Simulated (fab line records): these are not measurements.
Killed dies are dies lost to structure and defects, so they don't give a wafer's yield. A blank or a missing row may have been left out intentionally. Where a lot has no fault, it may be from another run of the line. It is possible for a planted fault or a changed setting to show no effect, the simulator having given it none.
The tool behind it: which one? || flow nand harc || 6 lots with 18 wafers sampled at 5 steps, on a route of 1159 steps

== WHAT THE GAUGES SHOWED, per wafer ==
NHARC_A_ONON_D1_THK_MEAS_14: measures by ellipsometry.
{"lot": "L576", "measured": "day 8 22:38", "on": "film metro-01", "thk nm (nm)": "1524 1526 1524 1524 1524 1524"}
{"lot": "L578", "measured": "day 9 10:22", "on": "film metro-01", "thk nm (nm)": "1511 1512 1511 1511 1513 1512"}
{"lot": "L582", "measured": "day 10 23:58", "on": "film metro-01", "thk nm (nm)": "1007 1007 1006"}
{"lot": "L589", "measured": "day 11 20:16", "on": "film metro-02", "thk nm (nm)": "1008 1009 1009"}
{"lot": "L592", "measured": "day 12 21:46", "on": "film metro-01", "thk nm (nm)": "993 994 991"}
{"lot": "L594", "measured": "day 13 06:59", "on": "film metro-02", "thk nm (nm)": "998 1001 999"}

== EACH LOT AND THE TOOL THAT RAN IT (in order: tool; ch and the chambers of the sampled wafers; start) ==
{"lot": "L576", "NHARC_P_BONDPAD_ETCH_37": "rie diel-06 ch 0,3, day 7 15:00", "NHARC_P_BONDPAD_PVD_17": "pvd sputter-02, day 7 16:59 or earlier", "NHARC_P_BONDPAD_CMP_19": "cmp-02 ch 0,3, day 7 16:59", "NHARC_A_ONON_D1_DEP_12": "pecvd onon-04 ch 0, day 8 22:10"}
{"lot": "L578", "NHARC_P_BONDPAD_ETCH_37": "rie diel-08 ch 1,2,3, day 8 03:51", "NHARC_P_BONDPAD_PVD_17": "pvd sputter-01, day 8 05:47 or earlier", "NHARC_P_BONDPAD_CMP_19": "cmp-01 ch 1,2, day 8 05:47", "NHARC_A_ONON_D1_DEP_12": "pecvd onon-04 ch 0, day 9 09:52"}
{"lot": "L582", "NHARC_P_BONDPAD_ETCH_37": "rie diel-08 ch 1,3, day 9 20:05", "NHARC_P_BONDPAD_PVD_17": "pvd sputter-02, day 9 22:02 or earlier", "NHARC_P_BONDPAD_CMP_19": "cmp-02 ch 1,3, day 9 22:02", "NHARC_A_ONON_D1_DEP_12": "pecvd onon-02 ch 0, day 10 23:28"}
{"lot": "L589", "NHARC_P_BONDPAD_ETCH_37": "rie diel-06 ch 0,2,3, day 10 15:50", "NHARC_P_BONDPAD_PVD_17": "pvd sputter-03, day 10 17:47 or earlier", "NHARC_P_BONDPAD_CMP_19": "cmp-04 ch 0,2,3, day 10 17:47", "NHARC_A_ONON_D1_DEP_12": "pecvd onon-04 ch 0, day 11 19:48"}
{"lot": "L592", "NHARC_P_BONDPAD_ETCH_37": "rie diel-08 ch 0,1, day 11 16:57", "NHARC_P_BONDPAD_PVD_17": "pvd sputter-03, day 11 18:54 or earlier", "NHARC_P_BONDPAD_CMP_19": "cmp-02 ch 2,3, day 11 18:54", "NHARC_A_ONON_D1_DEP_12": "pecvd onon-04 ch 0, day 12 21:19"}
{"lot": "L594", "NHARC_P_BONDPAD_ETCH_37": "rie diel-06 ch 0,1,2, day 12 01:24", "NHARC_P_BONDPAD_PVD_17": "pvd sputter-02, day 12 03:22 or earlier", "NHARC_P_BONDPAD_CMP_19": "cmp-04 ch 0,1, day 12 03:22", "NHARC_A_ONON_D1_DEP_12": "pecvd onon-03 ch 0, day 13 06:36"}
- NHARC_P_BONDPAD_ETCH_37: etches the open film in N2/H2, target depth 60 nm, overetch 18 nm, time 65.91 s.
- NHARC_P_BONDPAD_PVD_17: deposits TaN, target thk 5 nm, time 8.06 s.
- NHARC_P_BONDPAD_CMP_19: polishes, t overpolish 30 s, cu recess touch 16 s, target thk 160.81 nm.
- NHARC_A_ONON_D1_DEP_12: target thk 1000 nm.

== THE ANSWER, worked out from the rows above alone ==
Rule: what is usual is taken from the lots themselves. Put in order of their means at a reading, lots are off if they are a third of the lots or fewer, leave a main group of 4 or more, and stand apart from it by a gap of 3 or more times the standard deviation of the main group's means; of several such gaps the widest counts. Not used: any main group whose means are identical at the precision the tables above print for the reading. Also off: a lot with no number at a reading for which 4 or more lots have one. The other lots that the step has rows for count as sound.
Off: L576, L578 (NHARC_A_ONON_D1_THK_MEAS_14, thk nm). The main group: mean 1002 nm, standard deviation 6.3.
A tool fits if, at a process step before that reading, it ran every lot that is off, and no sound lot after the first of them. The gauges at NHARC_A_ONON_D1_THK_MEAS_14 are tried like those tools. Because NHARC_P_BONDPAD_PVD_17 lacks a start for some lots, the hours and order of its lots are taken from NHARC_P_BONDPAD_CMP_19. Not one of the candidates tried fits.

== WHAT HAD BEEN PUT IN BY THE SIMULATOR ==
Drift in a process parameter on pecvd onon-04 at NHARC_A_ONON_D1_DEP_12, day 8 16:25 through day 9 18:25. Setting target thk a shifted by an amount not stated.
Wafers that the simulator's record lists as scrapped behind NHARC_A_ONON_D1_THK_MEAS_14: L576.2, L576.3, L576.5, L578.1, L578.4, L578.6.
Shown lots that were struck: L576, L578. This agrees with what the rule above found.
